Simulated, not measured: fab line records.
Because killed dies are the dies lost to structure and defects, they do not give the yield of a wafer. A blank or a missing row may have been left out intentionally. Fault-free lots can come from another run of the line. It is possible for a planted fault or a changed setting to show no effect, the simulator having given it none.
Struck lot and sound lot, side by side | flow n5-finfet | 16 steps out of a route of 1938
Sound: wafers L872.1, L872.3, L872.5. Struck: wafer L859.2 (left out: L859.3, L859.4 of the same lot, which were not struck); the cause appears at the end.
Order at every step that has rows: each side's tool, ch and its chambers, its first start. Under that, the readings that differ: sound wafers | struck wafers | difference of the means | sigmas: that difference in standard deviations of wafers without a fault.
alike: a reading whose means differ by less than 2 such deviations, as well as words and numbers matching on both sides. not compared: withheld readings; readings where some wafer has no value; bounds like >300 that might hide an equal value; numbers whose values overlap and for which the record gives no deviation.
The two part at a step that has a row with sigmas, a row that says differs or no value, or rows on one side only. Numbers that don't overlap but have no deviation are shown without sigmas and don't part them. A reading that every wafer of one side lacks parts them only if that side has two wafers or more.

first, 9 steps without rows for these wafers: N5_BEOL_M1_COAT_05 (resist thk 30 nm); N5_BEOL_M1_EBR_07; N5_BEOL_M1_SOFTBAKE_06 (time 60 s); N5_BEOL_M1_EXPOSE_08 (exposes mask M1); N5_BEOL_M1_PEB_09 (peb time 60 s); N5_BEOL_M1_DEVELOP_10 (develop time 30 s); N5_BEOL_M1_DESCUM_16 (chemistry O2, time 7 s); N5_BEOL_M1_ETCH_74 (etches underlayer in N2/H2, target depth 6.5 nm, time 5.2 s); N5_BEOL_M1_ETCH_63 (etches SiARC in CF4, target depth 15.6 nm, time 26 s).
N5_BEOL_M1_ETCH_64: etches SOC in N2/H2, target depth 75 nm, overetch 15 nm, time 112.5 s.
  sound on rie-diel-05 ch 0,2,3, day 10 21:15; struck on rie-diel-05 ch 2, day 7 17:59
  reading                                    | sound       | struck | difference | sigmas
  model.SiARC_of_BEOL_M1_COAT_62.thk-nm (nm) | 6.8 6.6 6.8 | 8.2    | +1.5       |
  model.BEOL_M1.cd-offset-nm (nm)            | 0 0.2 0     | -0.4   | -0.5       |
  alike: bias-w, drypump-motor-current-A, oes-product-au, rf-vpp-V, showerhead-plenum-p-Torr, throttle-valve-pct
  not compared: rf-hours-counter-h
then, 3 steps without rows for these wafers: N5_BEOL_M1_STRIP_65 (strips in N2/H2); N5_BEOL_M1_STRIP_75 (strips in N2/H2); N5_BEOL_M1_STRIP_66 (strips in CF4).
N5_BEOL_M1_HM_OPEN_17: chemistry Cl2/BCl3, target TiN, target depth 20 nm, overetch 6 nm.
  sound on rie-metal-03 ch 0,1, day 10 21:25; struck on rie-metal-02 ch 1, day 7 18:09
  reading                         | sound             | struck | difference | sigmas
  bias-w (W)                      | 125.3 125.9 125.8 | 127.1  | +1.4       | +4
  model.BEOL_M1.cd-offset-nm (nm) | 0 0.2 0           | -0.4   | -0.5       |
  alike: drypump-motor-current-A, oes_ar_750_au, oes-product-au, throttle-valve-pct
  not compared: rf-hours-counter-h
then, 1 step without rows for these wafers: N5_BEOL_M1_STRIP_19 (strips in O2).
N5_BEOL_M4_RC_MEAS_101:
  sound on prober-01 ch 0, day 12 12:42; struck on prober-02 ch 0, day 9 07:51
  reading       | sound       | struck | difference | sigmas
  ION_N (uA/um) | 658 674 668 | 689    | +22        | +2
  alike: DIBL_N, DIBL_P, IOFF_N, IOFF_P, ION_P, SS_N, SS_P, VT_N, VT_P

WHERE THEY PART
Earliest at N5_BEOL_M1_HM_OPEN_17; latest, in this record, at N5_BEOL_M4_RC_MEAS_101.

WHY: what had been put in by the simulator
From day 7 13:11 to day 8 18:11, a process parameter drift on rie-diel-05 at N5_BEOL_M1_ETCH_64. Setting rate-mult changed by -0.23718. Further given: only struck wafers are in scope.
